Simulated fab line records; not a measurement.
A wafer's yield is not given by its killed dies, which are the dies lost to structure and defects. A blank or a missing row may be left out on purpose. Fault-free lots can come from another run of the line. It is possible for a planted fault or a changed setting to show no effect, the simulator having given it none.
One fault seen from 2 desks | flow n5 finfet | each desk holds nothing but its own numbers, with what lay behind them at the end

FOR THE TOOL OWNER'S DESK: rie si-06
The tool's own readings at N5_PMOS_HMC_CHANNEL_EPI_FIN_RECESS_16 (chemistry HBr/Cl2, target Si, target depth 54 nm, time 18 s): means of the sampled wafers that have a number, for each lot that ran on this tool. The brackets show how far a lot's mean lies from the usual mean; more than 4 standard deviations puts the lot out of limits, marked OUT.
Columns: A = drypump motor current A at N5_PMOS_HMC_CHANNEL_EPI_FIN_RECESS_16, usual 5.7 A; B = oes product au at N5_PMOS_HMC_CHANNEL_EPI_FIN_RECESS_16, usual 1.014 a.u.; C = rf fwd power W at N5_PMOS_HMC_CHANNEL_EPI_FIN_RECESS_16, usual 795.8 W; D = throttle valve pct at N5_PMOS_HMC_CHANNEL_EPI_FIN_RECESS_16, usual 35.4 %
lot  | first seen here | A   | B     | C     | D
L821 | day 1 23:53     | 5.2 | 1.002 | 795.1 | 35.2
L823 | day 2 12:27     | 5.7 | 1.016 | 796.0 | 35.5
L828 | day 3 18:38     | 6.1 | 1.017 | 796.9 | 35.6
L830 | day 4 05:50     | 6.3 | 0.985 | -     | 35.8
L831 | day 4 11:43     | 5.7 | 0.990 | 792.5 | 35.5
L841 | day 6 23:43     | 5.7 | 1.010 | 796.4 | 35.7
L842 | day 7 05:56     | 5.7 | 1.017 | 797.2 | 35.7
L843 | day 7 11:55     | 5.5 | 1.025 | 795.6 | 35.4
Result from this desk: across the 8 lots, nothing is out of limits.

FROM THE METROLOGY DESK
Means of the sampled wafers that have a number, per lot and without regard to the tool the lot ran on: this is what the gauges read. The brackets show how far a lot's mean lies from the usual mean; more than 4 standard deviations puts the lot out of limits, marked OUT. Shown are 7 of the 11 readings it has, namely the first that went out of limits plus those furthest out on some lot.
Columns: A = HMC_CMP_THK at N5_PMOS_HMC_CHANNEL_EPI_THK_MEAS_22, usual 54.9 nm; B = DIBL_N at N5_BEOL_M4_RC_MEAS_101, usual 37.1 mV/V; C = IOFF_N at N5_BEOL_M4_RC_MEAS_101, usual 0.18 nA/um; D = ION_N at N5_BEOL_M4_RC_MEAS_101, usual 678 uA/um; E = ION_P at N5_BEOL_M4_RC_MEAS_101, usual 467 uA/um; F = VT_N at N5_BEOL_M4_RC_MEAS_101, usual 249 mV; G = VT_P at N5_BEOL_M4_RC_MEAS_101, usual -248 mV
lot  | first seen here | A               | B    | C    | D   | E              | F   | G
L821 | day 2 01:41     | 53.9            | 37.1 | 0.19 | 671 | 458            | 248 | -250
L823 | day 2 14:15     | 55.1            | 36.8 | 0.18 | 691 | 474            | 244 | -244
L828 | day 3 20:26     | 48.3 (-5.0) OUT | 41.0 | 0.26 | 693 | 448            | 242 | -246
L830 | day 4 07:39     | 40.8 (-11) OUT  | 34.9 | 0.14 | 658 | 416 (-6.0) OUT | 252 | -254
L831 | day 4 13:31     | 46.9 (-6.2) OUT | 36.0 | 0.15 | 677 | 439            | 250 | -252
L840 | day 7 00:11     | 54.3            | 35.4 | 0.14 | 665 | 459            | 254 | -252
L841 | day 7 01:55     | 54.3            | 39.9 | 0.23 | 688 | 472            | 247 | -246
L842 | day 7 08:08     | 55.0            | 37.3 | 0.20 | 693 | 474            | 246 | -246
L843 | day 7 14:39     | 54.4            | 39.3 | 0.24 | 686 | 472            | 244 | -245
Finding of this desk: L828, L830, L831 out of limits, first seen on L828 at day 3 20:26 (HMC_CMP_THK at N5_PMOS_HMC_CHANNEL_EPI_THK_MEAS_22). L821, L823, L840, L841, L842, L843 stayed within limits.

BROUGHT TOGETHER
On L828, L830, L831, the metrology desk was in a position to raise an alarm at day 3 20:26.
Nothing out of limits was seen by the tool owner's desk.
Tool owner's desk: L828, L830, L831 on record, inside its limits.
N5_PMOS_HMC_CHANNEL_EPI_FIN_RECESS_16 was run on rie si-06 by each of the lots named.

WHAT THE SIMULATOR PUT IN
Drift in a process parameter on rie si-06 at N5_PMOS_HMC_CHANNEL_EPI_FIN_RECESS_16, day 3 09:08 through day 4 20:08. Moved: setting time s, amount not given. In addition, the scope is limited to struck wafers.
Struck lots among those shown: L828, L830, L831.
Per desk, hours elapsed from the start of the fault to the first reading out of limits: for the metrology desk, 11.
